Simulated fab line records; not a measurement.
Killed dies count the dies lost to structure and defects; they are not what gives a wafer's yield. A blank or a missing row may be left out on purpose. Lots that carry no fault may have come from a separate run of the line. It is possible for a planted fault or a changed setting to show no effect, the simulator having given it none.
fab line records    flow nand_harc
record: lots: 12  wafers: 36  last_day: 33
route steps=1302 shown P_ZERO_WELL@44 P_GATE@148 END@1302
lots with no fault: from the same line, run without faults
start_h: hours from the record's first day to the start of the lot's first wafer shown    wait_h: how many hours have passed since the lot's step before this one    " repeats the value in the row above    L1.1+2: one row covering several wafers at once    - no value present, or no start provided    * or withheld: withheld    < > ~ a bound
route shown NAME@n: NAME is a module with steps in the file, n the number in the route of the first one    usual: mean/standard deviation of fault-free wafers    same: alike in all rows    chamber/n: place in a boat    sites: readings site by site    _std_site: how widely they spread, as a standard deviation    _edge_site: the outer-site mean with the inner-site mean subtracted    radius_mm: how far each site lies from the wafer's centre    mask NAME#n: copy n    behind: the last tool/chamber to shape the wafer    hold: reason for holding the lot/hours on hold/outcome of the hold    device: names the non-switching transistor (n, p or np)    end of line: the same wafers' tests at the end of the route    a step with no rows: only its recipe    killed: not the wafer's yield, but the dies lost to structure and defects at the first sort    map: a wafer's dies, x killed, . not, _ none there
set.NAME: the setting as run; set.NAME@STEP: as run at that earlier step    model.NAME: the simulator's own value behind a step, which no gauge read
a sample of lots followed through the steps of the route, with each step as a table and each wafer as a row
services: from which hour (start_h, from the record's first day; less than 0 if before it) a tool's chamber was out of use, for how many hours, and why
== steps ==
step: NHARC_P_ZERO_WELL_CD_MEAS_37
recipe: target_cd_nm: 720  landing_energy_ev: 500
usual: cd_nm: 720.1/1.8
lot.wafer  tool       chamber  start_h  wait_h  cd_nm
L820.1     cd_sem-02  0        24.92    -       719.5
L820.2     "          0        "        "       716.6
L820.5     "          0        "        "       720.3
L821.2     cd_sem-02  0        34.26    -       722.4
L821.4     "          0        "        "       717.8
L821.5     "          0        "        "       719.9
L823.2     cd_sem-01  0        54.04    -       720.4
L823.3     "          0        "        "       718.7
L823.5     "          0        "        "       719.9
L826.3     cd_sem-03  0        84.09    -       717.7
L826.5     "          0        "        "       720.9
L826.6     "          0        "        "       720.6
L827.1     cd_sem-01  0        94.09    -       720.4
L827.2     "          0        "        "       720.7
L827.3     "          0        "        "       720.7
L828.3     cd_sem-02  0        104.12   -       718.7
L828.4     "          0        "        "       721.6
L828.5     "          0        "        "       722.3
L830.2     cd_sem-01  0        123.84   -       723.2
L830.4     "          0        "        "       723.1
L830.6     "          0        "        "       721.2
L838.1     cd_sem-01  0        204.13   -       720.6
L838.3     "          0        "        "       718.8
L838.6     "          0        "        "       718.9
L839.3     cd_sem-02  0        214.28   -       717.2
L839.4     "          0        "        "       718.8
L839.5     "          0        "        "       720.0
L840.1     cd_sem-01  0        224.26   -       715.2
L840.2     "          0        "        "       717.1
L840.5     "          0        "        "       718.8
L841.2     cd_sem-01  0        234.11   -       718.9
L841.3     "          0        "        "       720.7
L841.5     "          0        "        "       722.9
L843.3     cd_sem-02  0        254.17   -       719.1
L843.4     "          0        "        "       720.7
L843.6     "          0        "        "       717.6
step: NHARC_P_ZERO_WELL_EXPOSE_49
recipe: na: 0.6  target_cd_nm: 2000  dose_mj: 22.64  mask_id: P_HVPW
usual: stage_vel_mm_s: 499.98/0.27
same: na: 0.6
lot.wafer  tool            chamber  start_h  wait_h  mask       stage_vel_mm_s
L820.1     krf_scanner-03  0        26.40    -       P_HVPW#0   500.05
L820.2     "               0        "        "       P_HVPW#0   500.39
L820.5     "               0        "        "       P_HVPW#0   500.26
L821.2     krf_scanner-04  0        35.75    -       P_HVPW#0   500.45
L821.4     "               0        "        "       P_HVPW#0   500.10
L821.5     "               0        "        "       P_HVPW#0   500.28
L823.2     krf_scanner-02  0        55.53    -       P_HVPW#0   499.81
L823.3     "               0        "        "       P_HVPW#0   499.55
L823.5     "               0        "        "       P_HVPW#0   499.80
L826.3     krf_scanner-03  0        85.58    -       P_HVPW#0   500.02
L826.5     "               0        "        "       P_HVPW#0   499.78
L826.6     "               0        "        "       P_HVPW#0   499.97
L827.1     krf_scanner-04  0        95.57    -       P_HVPW#0   499.86
L827.2     "               0        "        "       P_HVPW#0   499.63
L827.3     "               0        "        "       P_HVPW#0   499.53
L828.3     krf_scanner-04  0        105.49   -       P_HVPW#0   499.56
L828.4     "               0        "        "       P_HVPW#0   499.86
L828.5     "               0        "        "       P_HVPW#0   499.73
L830.2     krf_scanner-02  0        125.33   -       P_NWELL#0  499.82
L830.4     "               0        "        "       P_NWELL#0  499.92
L830.6     "               0        "        "       P_NWELL#0  499.73
L838.1     krf_scanner-02  0        205.61   -       P_HVPW#0   500.11
L838.3     "               0        "        "       P_HVPW#0   500.44
L838.6     "               0        "        "       P_HVPW#0   499.88
L839.3     krf_scanner-03  0        215.80   -       P_HVPW#0   500.11
L839.4     "               0        "        "       P_HVPW#0   500.44
L839.5     "               0        "        "       P_HVPW#0   500.25
L840.1     krf_scanner-02  0        225.75   -       P_HVPW#0   500.46
L840.2     "               0        "        "       P_HVPW#0   500.22
L840.5     "               0        "        "       P_HVPW#0   500.42
L841.2     krf_scanner-02  0        235.50   -       P_HVPW#0   499.87
L841.3     "               0        "        "       P_HVPW#0   500.07
L841.5     "               0        "        "       P_HVPW#0   500.17
L843.3     krf_scanner-04  0        255.66   -       P_HVPW#0   499.58
L843.4     "               0        "        "       P_HVPW#0   499.87
L843.6     "               0        "        "       P_HVPW#0   499.90
step: NHARC_P_ZERO_WELL_CD_MEAS_52
recipe: target_cd_nm: 2000  landing_energy_ev: 500
usual: cd_nm: 1998.8/1.3
lot.wafer  tool       chamber  start_h  wait_h  cd_nm
L820.1     cd_sem-01  0        26.56    -       1998.6
L820.2     "          0        "        "       1998.8
L820.5     "          0        "        "       1997.2
L821.2     cd_sem-03  0        35.90    -       1998.6
L821.4     "          0        "        "       1998.4
L821.5     "          0        "        "       1999.2
L823.2     cd_sem-02  0        55.68    -       1999.3
L823.3     "          0        "        "       1997.4
L823.5     "          0        "        "       1997.8
L826.3     cd_sem-01  0        85.73    -       2001.4
L826.5     "          0        "        "       2000.7
L826.6     "          0        "        "       2000.9
L827.1     cd_sem-01  0        95.72    -       1999.8
L827.2     "          0        "        "       1997.8
L827.3     "          0        "        "       1999.6
L828.3     cd_sem-01  0        105.64   -       1997.5
L828.4     "          0        "        "       1999.1
L828.5     "          0        "        "       2000.8
L830.2     cd_sem-03  0        125.49   -       -
L830.4     "          0        "        "       -
L830.6     "          0        "        "       -
L838.1     cd_sem-03  0        205.77   -       1999.9
L838.3     "          0        "        "       2000.8
L838.6     "          0        "        "       2003.3
L839.3     cd_sem-01  0        215.95   -       1997.7
L839.4     "          0        "        "       1999.5
L839.5     "          0        "        "       2000.8
L840.1     cd_sem-01  0        225.91   -       1999.1
L840.2     "          0        "        "       1998.7
L840.5     "          0        "        "       2000.1
L841.2     cd_sem-01  0        235.65   -       1996.9
L841.3     "          0        "        "       1997.6
L841.5     "          0        "        "       1998.0
L843.3     cd_sem-03  0        255.81   -       1997.3
L843.4     "          0        "        "       2000.1
L843.6     "          0        "        "       1998.8
step: NHARC_P_GATE_ETCH_114
recipe: target_depth_a: 300  overetch_a: 30  time_s: 16.5  ion_energy_ev: 100  cf4_flow_sccm: 80  o2_flow_sccm: 20  ar_flow_sccm: 0  rf_w: 300  bias_w: 100  chemistry: CF4/O2
usual: drypump_motor_current_A: 5.8/0.51  oes_product_au: 1.003/0.01  rf_vpp_V: 197.5/1.3  showerhead_plenum_p_Torr: 1.32/0.049  throttle_valve_pct: 13.397/0.0087
lot.wafer  tool         chamber  start_h  wait_h  drypump_motor_current_A  oes_product_au  rf_hours_counter_h  rf_vpp_V  showerhead_plenum_p_Torr  throttle_valve_pct
L820.2     rie_diel-03  3        -        -       5.7                      0.999           7                   196.6     1.35                      13.404
L820.1     "            1        "        "       5.4                      0.994           7                   197.1     1.32                      13.388
L820.5     "            0        "        "       6.0                      1.018           -                   197.0     1.31                      13.416
L821.4     rie_diel-09  2        -        -       5.8                      1.000           5                   198.7     1.42                      13.413
L821.2     "            3        "        "       6.0                      0.983           4                   196.8     1.29                      13.386
L821.5     "            0        "        "       6.5                      1.000           -                   195.6     1.26                      13.402
L823.3     rie_diel-01  1        -        -       5.4                      1.001           9                   196.0     1.26                      13.400
L823.2     "            3        "        "       6.4                      1.010           7                   196.6     1.32                      13.400
L823.5     "            2        "        "       5.9                      1.020           -                   198.5     1.36                      13.418
L826.3     rie_diel-03  3        -        -       5.8                      1.018           3                   196.9     1.35                      13.398
L826.6     "            3        "        "       5.8                      1.015           -                   198.6     1.35                      13.395
L826.5     "            1        "        "       5.5                      0.994           -                   196.6     1.32                      13.395
L827.2     rie_diel-09  3        -        -       6.1                      0.986           1                   196.9     1.29                      13.393
L827.3     "            0        "        "       6.5                      1.011           1                   196.8     1.26                      13.395
L827.1     "            2        "        "       5.8                      0.981           1                   198.0     1.42                      13.391
L828.3     rie_diel-01  0        -        -       6.6                      0.982           12                  196.8     1.33                      13.383
L828.4     "            1        "        "       5.4                      0.999           11                  197.4     1.25                      13.389
L828.5     "            3        "        "       6.4                      1.012           -                   197.1     1.31                      13.400
L838.3     rie_diel-01  1        -        -       5.4                      1.001           2                   196.3     1.25                      13.388
L838.1     "            0        "        "       6.6                      1.009           3                   198.2     1.33                      13.369
L838.6     "            1        "        "       5.4                      0.998           -                   195.0     1.25                      13.400
L839.4     rie_diel-09  2        -        -       5.8                      0.988           9                   197.1     1.41                      13.382
L839.3     "            3        "        "       6.0                      0.997           8                   196.0     1.29                      13.396
L839.5     "            1        "        "       4.9                      1.018           -                   198.8     1.39                      13.394
L840.1     rie_diel-01  1        -        -       5.4                      1.009           3                   195.1     1.25                      13.388
L840.2     "            3        "        "       6.4                      0.987           3                   195.7     1.31                      13.396
L840.5     "            2        "        "       5.9                      1.010           -                   200.0     1.35                      13.396
L841.3     rie_diel-09  1        -        -       5.0                      1.011           10                  198.2     1.39                      13.403
L841.2     "            2        "        "       5.8                      0.998           11                  198.7     1.41                      13.393
L841.5     "            2        "        "       5.9                      1.003           -                   199.6     1.41                      13.401
L843.4     rie_diel-01  2        -        -       5.9                      1.001           5                   197.7     1.35                      13.395
L843.3     "            0        "        "       6.7                      1.008           5                   198.6     1.33                      13.398
L843.6     "            1        "        "       5.4                      1.020           -                   195.1     1.25                      13.395
step: NHARC_P_GATE_DEGAS_109
recipe: temp_c: 300  time_s: 60
usual: heater_power_w: 454/59
lot.wafer  tool            chamber  start_h  wait_h  heater_power_w
L820.2     pvd_sputter-03  -        117.48   0.1     554
L820.1     "               -        "        "       393
L820.5     "               -        "        "       437
L821.2     pvd_sputter-02  -        117.64   0.1     423
L821.4     "               -        "        "       444
L821.5     "               -        "        "       425
L823.3     pvd_sputter-03  -        143.10   0.1     396
L823.2     "               -        "        "       551
L823.5     "               -        "        "       406
L826.3     pvd_sputter-02  -        175.24   0.1     430
L826.6     "               -        "        "       442
L826.5     "               -        "        "       425
L827.3     pvd_sputter-01  -        181.35   0.1     394
L827.1     "               -        "        "       396
L827.2     "               -        "        "       581
L828.3     pvd_sputter-03  -        193.80   0.1     414
L828.4     "               -        "        "       482
L828.5     "               -        "        "       552
L838.3     pvd_sputter-01  -        289.65   0.1     417
L838.1     "               -        "        "       396
L838.6     "               -        "        "       403
L839.3     pvd_sputter-01  -        303.36   0.1     386
L839.4     "               -        "        "       407
L839.5     "               -        "        "       497
L840.2     pvd_sputter-01  -        315.73   0.1     413
L840.1     "               -        "        "       379
L840.5     "               -        "        "       413
L841.3     pvd_sputter-01  -        323.03   0.1     546
L841.2     "               -        "        "       388
L841.5     "               -        "        "       514
L843.3     pvd_sputter-02  -        341.87   0.1     458
L843.4     "               -        "        "       434
L843.6     "               -        "        "       462
step: NHARC_END_SORT_01
recipe: temp_c: 25
usual: killed_at_array: 57/19  killed_at_other: 0.9/1.1  killed_at_periphery: 4.0/2.6  killed_dies: 62/19  killed_open: 3.3/1.8  killed_short: 2.4/1.7
same: gross_dies: 677
lot.wafer  tool       chamber  start_h  wait_h  hold                    killed_at_array  killed_at_other  killed_at_periphery  killed_dies  killed_open  killed_short
L820.1     prober-02  0        559.69   2.5     -                       72               0                5                    77           5            4
L820.2     prober-02  0        560.48   2.8     -                       74               0                10                   84           3            2
L820.5     prober-02  0        562.87   3.7     -                       72               0                6                    78           5            6
L823.2     prober-01  0        580.91   2.8     -                       23               3                8                    34           3            4
L823.3     prober-01  0        581.70   3.1     -                       15               2                5                    22           3            2
L823.5     prober-01  0        583.29   3.7     -                       20               1                12                   33           3            4
L821.2     prober-02  0        580.93   2.8     -                       67               0                1                    68           2            2
L821.4     prober-02  0        582.53   3.4     -                       69               1                0                    70           2            6
L821.5     prober-02  0        583.34   3.7     -                       57               0                6                    63           2            3
L827.1     prober-02  0        618.23   2.6     -                       70               2                3                    75           4            2
L827.2     prober-02  0        619.04   2.8     -                       79               0                2                    81           4            0
L827.3     prober-02  0        619.84   3.1     -                       78               3                1                    82           5            1
L826.3     prober-01  0        619.78   3.1     -                       49               1                1                    51           6            2
L826.5     prober-01  0        621.41   3.8     -                       52               1                5                    58           3            1
L826.6     prober-01  0        622.22   4.1     -                       43               2                0                    45           1            1
L828.3     prober-01  0        636.79   3.1     -                       51               2                0                    53           2            0
L828.4     prober-01  0        637.59   3.4     -                       58               0                2                    60           3            6
L828.5     prober-01  0        638.39   3.7     -                       49               1                0                    50           2            2
L830.2     prober-02  0        659.64   2.8     await_dispo/1.5h/scrap  64               0                613                  677          4            1
L830.4     prober-02  0        661.23   3.4     await_dispo/1.5h/scrap  70               2                605                  677          5            4
L830.6     prober-02  0        662.82   4.0     await_dispo/1.5h/scrap  67               0                610                  677          5            2
L838.1     prober-02  0        726.52   2.5     -                       29               2                4                    35           2            3
L838.3     prober-02  0        728.14   3.1     -                       66               2                2                    70           1            4
L838.6     prober-02  0        730.58   4.1     -                       65               1                5                    71           4            2
L839.3     prober-01  0        752.07   3.1     -                       104              2                4                    110          3            5
L839.4     prober-01  0        752.86   3.4     -                       85               0                6                    91           4            2
L839.5     prober-01  0        753.65   3.7     -                       73               2                6                    81           4            2
L840.1     prober-01  0        761.21   2.5     -                       80               3                11                   94           4            2
L840.2     prober-01  0        762.01   2.8     -                       67               1                9                    77           5            1
L840.5     prober-01  0        764.40   3.7     -                       74               1                2                    77           9            3
L841.2     prober-02  0        771.58   2.8     -                       33               0                4                    37           4            0
L841.3     prober-02  0        772.39   3.1     -                       37               1                4                    42           2            1
L841.5     prober-02  0        774.02   3.8     -                       38               0                1                    39           4            2
L843.3     prober-02  0        798.21   3.1     -                       40               1                5                    46           4            2
L843.4     prober-02  0        799.03   3.4     -                       27               3                3                    33           1            4
L843.6     prober-02  0        800.66   4.1     -                       53               1                6                    60           5            3
killed by level:class
L820.1 A_CHANNEL_HOLE_D1:chamber_film_flake=37 A_SLIT:chamber_film_flake=8 A_CONTACT:chamber_film_flake=6 A_STAIRCASE:chamber_film_flake=5 A_M0:geometric_particle:open=3 A_BONDPAD:chamber_film_flake=3 A_CHANNEL_HOLE_D2:chamber_film_flake=2 P_BONDPAD:chamber_film_flake=2
L820.2 A_CHANNEL_HOLE_D1:chamber_film_flake=24 A_SLIT:chamber_film_flake=19 A_CHANNEL_HOLE_D2:chamber_film_flake=7 A_STAIRCASE:chamber_film_flake=6 A_SGD_CUT:chamber_film_flake=6 P_ZERO_WELL:chamber_film_flake=5 A_CONTACT:chamber_film_flake=3 P_STI:chamber_film_flake=2
L820.5 A_CHANNEL_HOLE_D1:chamber_film_flake=31 A_SLIT:chamber_film_flake=15 A_CHANNEL_HOLE_D2:chamber_film_flake=8 A_STAIRCASE:chamber_film_flake=5 A_CONTACT:chamber_film_flake=5 P_CONTACT:geometric_particle:open=2 A_CHANNEL_FILL_D1:geometric_particle:short=2 A_WL_FILL:geometric_particle:short=2
L823.2 A_CHANNEL_HOLE_D1:chamber_film_flake=5 P_CONTACT:chamber_film_flake=4 A_CHANNEL_HOLE_D2:chamber_film_flake=4 A_WL_FILL:geometric_particle:short=3 A_SLIT:chamber_film_flake=3 THIN_TSV:chamber_film_flake=3 A_CONTACT:chamber_film_flake=2 A_BONDPAD:chamber_film_flake=2
L821.2 A_SLIT:chamber_film_flake=28 A_CHANNEL_HOLE_D2:chamber_film_flake=23 A_CONTACT:chamber_film_flake=6 A_CHANNEL_HOLE_D1:chamber_film_flake=4 A_WL_FILL:geometric_particle:short=2 A_STAIRCASE:chamber_film_flake=2 P_CONTACT:geometric_particle:open=1 A_ONON_D1:geometric_particle:open=1
L823.3 P_CONTACT:chamber_film_flake=3 A_CHANNEL_HOLE_D1:chamber_film_flake=3 A_CHANNEL_HOLE_D2:chamber_film_flake=3 A_STAIRCASE:chamber_film_flake=2 THIN_TSV:chamber_film_flake=2 P_CONTACT:geometric_particle:open=1 A_ONON_D1:geometric_particle:open=1 A_ONON_D2:geometric_particle:short=1
L821.4 A_SLIT:chamber_film_flake=29 A_CHANNEL_HOLE_D2:chamber_film_flake=20 A_STAIRCASE:chamber_film_flake=4 A_CONTACT:chamber_film_flake=4 A_WL_FILL:geometric_particle:short=2 A_CHANNEL_HOLE_D1:chamber_film_flake=2 A_CHANNEL_FILL_D1:chamber_film_flake=2 A_ONON_D1:geometric_particle:short=1
L823.5 A_CHANNEL_HOLE_D2:chamber_film_flake=7 P_CONTACT:chamber_film_flake=6 A_CONTACT:chamber_film_flake=6 P_ZERO_WELL:chamber_film_flake=2 A_BONDPAD:chamber_film_flake=2 P_GATE:geometric_particle:short=1 P_GATE:geometric_particle:open=1 P_CONTACT:geometric_particle:short=1
L821.5 A_CHANNEL_HOLE_D2:chamber_film_flake=31 A_SLIT:chamber_film_flake=18 A_CONTACT:chamber_film_flake=3 P_GATE:chamber_film_flake=2 P_GATE:geometric_particle:open=1 P_CONTACT:geometric_particle:short=1 A_SOURCE_PLATE:geometric_particle:short=1 A_ONON_D1:geometric_particle:open=1
L827.1 A_CHANNEL_HOLE_D2:chamber_film_flake=34 A_SLIT:chamber_film_flake=18 A_CONTACT:chamber_film_flake=6 A_CHANNEL_HOLE_D1:chamber_film_flake=5 P_M0:geometric_particle:open=2 THIN_TSV:chamber_film_flake=2 A_SGD_CUT:geometric_particle:open=1 A_WL_FILL:geometric_particle:short=1
L827.2 A_SLIT:chamber_film_flake=41 A_CHANNEL_HOLE_D2:chamber_film_flake=30 A_BLC:geometric_particle:open=2 P_M0:geometric_particle:open=1 P_M1:geometric_particle:open=1 A_CHANNEL_HOLE_D1:chamber_film_flake=1 A_CHANNEL_FILL_D2:chamber_film_flake=1 A_BONDPAD:chamber_film_flake=1
L826.3 A_CHANNEL_HOLE_D1:chamber_film_flake=29 A_CHANNEL_HOLE_D2:chamber_film_flake=7 A_CONTACT:chamber_film_flake=2 A_BONDPAD:chamber_film_flake=2 P_GATE:geometric_particle:open=1 A_SOURCE_PLATE:geometric_particle:open=1 A_CHANNEL_HOLE_D1:geometric_particle:open=1 A_CHANNEL_FILL_D1:geometric_particle:open=1
L827.3 A_SLIT:chamber_film_flake=30 A_CHANNEL_HOLE_D2:chamber_film_flake=25 A_CONTACT:chamber_film_flake=5 A_STAIRCASE:chamber_film_flake=3 A_WL_FILL:chamber_film_flake=3 THIN_TSV:chamber_film_flake=3 A_BLC:geometric_particle:open=2 A_ZERO_WELL:chamber_film_flake=2
L826.5 A_CHANNEL_HOLE_D1:chamber_film_flake=34 A_CHANNEL_HOLE_D2:chamber_film_flake=8 A_BONDPAD:chamber_film_flake=4 P_M0:geometric_particle:open=2 A_CONTACT:chamber_film_flake=2 P_STI:geometric_particle:short=1 A_ONON_D1:geometric_particle:open=1 P_GATE:chamber_film_flake=1
L826.6 A_CHANNEL_HOLE_D1:chamber_film_flake=27 A_CHANNEL_HOLE_D2:chamber_film_flake=6 A_STAIRCASE:chamber_film_flake=3 A_BONDPAD:chamber_film_flake=3 THIN_TSV:chamber_film_flake=2 A_WL_FILL:geometric_particle:short=1 A_BLC:geometric_particle:open=1 A_CHANNEL_FILL_D1:chamber_film_flake=1
L828.3 A_CHANNEL_HOLE_D2:chamber_film_flake=28 A_CHANNEL_HOLE_D1:chamber_film_flake=7 A_BLC:chamber_film_flake=6 A_CHANNEL_FILL_D1:chamber_film_flake=4 A_WL_FILL:chamber_film_flake=2 A_ONON_D2:geometric_particle:open=1 A_M0:geometric_particle:open=1 A_CHANNEL_FILL_D2:chamber_film_flake=1
L828.4 A_CHANNEL_HOLE_D2:chamber_film_flake=32 A_BLC:chamber_film_flake=6 A_CHANNEL_HOLE_D1:chamber_film_flake=3 A_WL_FILL:geometric_particle:short=2 A_STAIRCASE:chamber_film_flake=2 A_WL_FILL:chamber_film_flake=2 A_CONTACT:chamber_film_flake=2 P_CONTACT:geometric_particle:open=1
L828.5 A_CHANNEL_HOLE_D2:chamber_film_flake=28 A_CHANNEL_HOLE_D1:chamber_film_flake=6 A_BLC:chamber_film_flake=4 A_DECK1_JOINT:chamber_film_flake=2 A_CONTACT:chamber_film_flake=2 A_CHANNEL_FILL_D1:geometric_particle:short=1 A_CHANNEL_HOLE_D2:geometric_particle:short=1 A_SGD_CUT:geometric_particle:open=1
L830.2 P_ZERO_WELL:area_expose=613 A_CHANNEL_HOLE_D1:chamber_film_flake=34 A_SLIT:chamber_film_flake=14 A_STAIRCASE:chamber_film_flake=4 A_M0:geometric_particle:open=3 A_CHANNEL_HOLE_D2:unspecified=3 A_CHANNEL_HOLE_D2:chamber_film_flake=2 A_ONON_D1:geometric_particle:open=1
L830.4 P_ZERO_WELL:area_expose=602 A_CHANNEL_HOLE_D1:chamber_film_flake=27 A_SLIT:chamber_film_flake=24 A_CONTACT:chamber_film_flake=3 A_ZERO_WELL:chamber_film_flake=2 A_DECK1_JOINT:chamber_film_flake=2 A_CHANNEL_HOLE_D2:chamber_film_flake=2 A_STAIRCASE:chamber_film_flake=2
L830.6 P_ZERO_WELL:area_expose=608 A_SLIT:chamber_film_flake=28 A_CHANNEL_HOLE_D1:chamber_film_flake=23 A_STAIRCASE:chamber_film_flake=3 A_CONTACT:chamber_film_flake=2 A_DECK1_JOINT:chamber_film_flake=2 A_CHANNEL_HOLE_D2:chamber_film_flake=2 P_STI:geometric_particle:open=1
L838.1 A_SLIT:chamber_film_flake=12 A_CHANNEL_HOLE_D2:chamber_film_flake=7 A_CONTACT:chamber_film_flake=4 A_CHANNEL_HOLE_D1:chamber_film_flake=2 P_GATE:geometric_particle:open=1 P_CONTACT:geometric_particle:short=1 P_M0:geometric_particle:open=1 A_CHANNEL_FILL_D2:geometric_particle:short=1
L838.3 A_SLIT:chamber_film_flake=31 A_CHANNEL_HOLE_D1:chamber_film_flake=13 A_CHANNEL_HOLE_D2:chamber_film_flake=9 A_STAIRCASE:chamber_film_flake=3 A_CONTACT:chamber_film_flake=3 A_WL_FILL:geometric_particle:short=2 P_ZERO_WELL:chamber_film_flake=2 A_CHANNEL_FILL_D1:chamber_film_flake=2
L838.6 A_CHANNEL_HOLE_D2:chamber_film_flake=23 A_SLIT:chamber_film_flake=19 A_CHANNEL_HOLE_D1:chamber_film_flake=8 P_ZERO_WELL:chamber_film_flake=4 A_CHANNEL_FILL_D2:chamber_film_flake=2 A_CONTACT:chamber_film_flake=2 A_M1:chamber_film_flake=2 A_ONON_D1:geometric_particle:short=1
L839.3 A_CHANNEL_HOLE_D1:chamber_film_flake=32 A_SLIT:chamber_film_flake=26 A_CHANNEL_HOLE_D2:chamber_film_flake=18 A_CONTACT:chamber_film_flake=4 A_WL_FILL:chamber_film_flake=4 A_DECK1_JOINT:chamber_film_flake=4 A_SGD_CUT:chamber_film_flake=4 P_ZERO_WELL:chamber_film_flake=2
L839.4 A_CHANNEL_HOLE_D2:chamber_film_flake=30 A_CHANNEL_HOLE_D1:chamber_film_flake=26 A_SLIT:chamber_film_flake=16 A_CONTACT:chamber_film_flake=5 P_BONDPAD:chamber_film_flake=3 A_WL_FILL:chamber_film_flake=3 P_M0:geometric_particle:open=1 P_M1:geometric_particle:open=1
L839.5 A_CHANNEL_HOLE_D1:chamber_film_flake=28 A_SLIT:chamber_film_flake=13 A_CHANNEL_HOLE_D2:chamber_film_flake=8 A_CONTACT:chamber_film_flake=8 P_BONDPAD:chamber_film_flake=4 A_STAIRCASE:chamber_film_flake=4 A_WL_FILL:chamber_film_flake=3 A_CHANNEL_FILL_D1:chamber_film_flake=2
L840.1 A_CHANNEL_HOLE_D2:chamber_film_flake=30 A_SLIT:chamber_film_flake=18 A_CHANNEL_HOLE_D1:chamber_film_flake=13 P_CONTACT:chamber_film_flake=7 A_CONTACT:chamber_film_flake=7 A_CHANNEL_FILL_D1:chamber_film_flake=3 A_WL_FILL:chamber_film_flake=3 THIN_TSV:chamber_film_flake=3
L840.2 A_SLIT:chamber_film_flake=30 A_CHANNEL_HOLE_D2:chamber_film_flake=11 A_CHANNEL_HOLE_D1:chamber_film_flake=6 P_CONTACT:chamber_film_flake=5 A_STAIRCASE:chamber_film_flake=5 A_CONTACT:chamber_film_flake=5 A_WL_FILL:chamber_film_flake=3 P_BONDPAD:chamber_film_flake=2
L840.5 A_CHANNEL_HOLE_D2:chamber_film_flake=28 A_SLIT:chamber_film_flake=16 A_STAIRCASE:chamber_film_flake=6 A_CHANNEL_HOLE_D1:chamber_film_flake=4 A_WL_FILL:chamber_film_flake=4 A_CONTACT:chamber_film_flake=4 A_CHANNEL_FILL_D1:geometric_particle:open=2 A_M0:geometric_particle:open=2
L841.2 A_CHANNEL_HOLE_D1:chamber_film_flake=20 A_CONTACT:chamber_film_flake=7 A_SLIT:chamber_film_flake=3 P_GATE:geometric_particle:open=1 P_CONTACT:geometric_particle:open=1 A_CHANNEL_FILL_D1:geometric_particle:open=1 A_SGD_CUT:geometric_particle:open=1 P_STI:chamber_film_flake=1
L841.3 A_CHANNEL_HOLE_D1:chamber_film_flake=19 A_CONTACT:chamber_film_flake=8 A_SLIT:chamber_film_flake=5 P_M0:geometric_particle:open=1 A_CHANNEL_FILL_D2:geometric_particle:open=1 A_M0:geometric_particle:short=1 P_STI:chamber_film_flake=1 P_CONTACT:chamber_film_flake=1
L841.5 A_CHANNEL_HOLE_D1:chamber_film_flake=15 A_CONTACT:chamber_film_flake=9 A_SLIT:chamber_film_flake=5 P_CONTACT:geometric_particle:open=1 A_DECK1_JOINT:geometric_particle:open=1 A_ONON_D2:geometric_particle:short=1 A_CHANNEL_FILL_D2:geometric_particle:open=1 A_M0:geometric_particle:short=1
L843.3 A_SLIT:chamber_film_flake=31 A_CONTACT:chamber_film_flake=3 A_WL_FILL:chamber_film_flake=2 A_BONDPAD:chamber_film_flake=2 P_GATE:geometric_particle:open=1 P_CONTACT:geometric_particle:short=1 P_M1:geometric_particle:open=1 P_M2:geometric_particle:open=1
L843.4 A_SLIT:chamber_film_flake=16 THIN_TSV:chamber_film_flake=3 A_DECK1_JOINT:chamber_film_flake=2 A_CONTACT:chamber_film_flake=2 P_CONTACT:geometric_particle:short=1 A_ONON_D1:geometric_particle:short=1 A_CHANNEL_FILL_D1:geometric_particle:short=1 A_CHANNEL_FILL_D2:geometric_particle:short=1
L843.6 A_SLIT:chamber_film_flake=35 A_CONTACT:chamber_film_flake=10 P_M0:geometric_particle:open=2 P_GATE:chamber_film_flake=2 A_BONDPAD:chamber_film_flake=2 P_GATE:geometric_particle:open=1 P_CONTACT:geometric_particle:open=1 A_ONON_D1:geometric_particle:open=1
== services ==
tool            chamber  start_h  hours  kind
krf_scanner-04  -        10.00    4.0    pm
rie_diel-09     1        11.24    3.9    repair
krf_scanner-02  -        13.50    1.5    repair
rie_diel-01     -        26.84    9.0    pm
rie_diel-09     3        27.25    15.9   repair
rie_diel-01     3        38.11    3.0    repair
rie_diel-01     2        42.93    14.8   repair
rie_diel-09     3        50.72    3.6    repair
pvd_sputter-01  -        56.51    10.0   pm
rie_diel-09     3        73.30    7.2    repair
rie_diel-01     3        93.59    4.4    repair
krf_scanner-02  -        94.00    4.0    pm
pvd_sputter-01  -        102.54   0.6    repair
rie_diel-09     -        143.10   9.0    pm
krf_scanner-04  -        167.86   0.7    repair
pvd_sputter-01  -        174.35   4.4    repair
krf_scanner-04  -        182.00   4.0    pm
rie_diel-01     -        203.84   9.0    pm
pvd_sputter-01  -        234.51   10.0   pm
krf_scanner-02  -        266.00   4.0    pm
pvd_sputter-01  -        278.15   4.0    repair
rie_diel-01     1        283.32   3.1    repair
rie_diel-01     3        291.85   2.0    repair
pvd_sputter-01  -        293.30   3.2    repair
== key ==
first_sign: step: NHARC_P_ZERO_WELL_EXPOSE_49  reading: mask  direction: changed
effect: step: NHARC_P_ZERO_WELL_CD_MEAS_52  reading: cd_nm  direction: missing
effect: step: NHARC_END_SORT_01  reading: killed_at_periphery  direction: up  sigmas: 99+  usual: 4.0  struck: 609.3
more_kills_born_at: NHARC_P_ZERO_WELL_EXPOSE_49@krf_scanner-02: 1823
met_at NHARC_P_ZERO_WELL_EXPOSE_49
struck_lots L830
later_rows_left_out L830.2,L830.4,L830.6
tester_left_out L830
not_acting_at NHARC_P_ZERO_WELL_CD_MEAS_37,NHARC_P_GATE_ETCH_114,NHARC_P_GATE_DEGAS_109
onset_between 55.53 125.33
fault: kind: wrong_mask  tool: any  chamber: -  onset_h: 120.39  steps: NHARC_P_ZERO_WELL_EXPOSE_49  aux_copy: P_NWELL#0  scope: struck_lots_only
tester_left_out: of these lots the tester's yield and bins aren't shown, on N5 and GAA mostly nor the transistor test; their killed dies are dies lost to structure and defects alone, not to doping, threshold or leakage, so they don't give the yield
later_rows_left_out: the simulator's readings of these wafers behind a module that went badly wrong aren't trusted and aren't shown, but for the sort
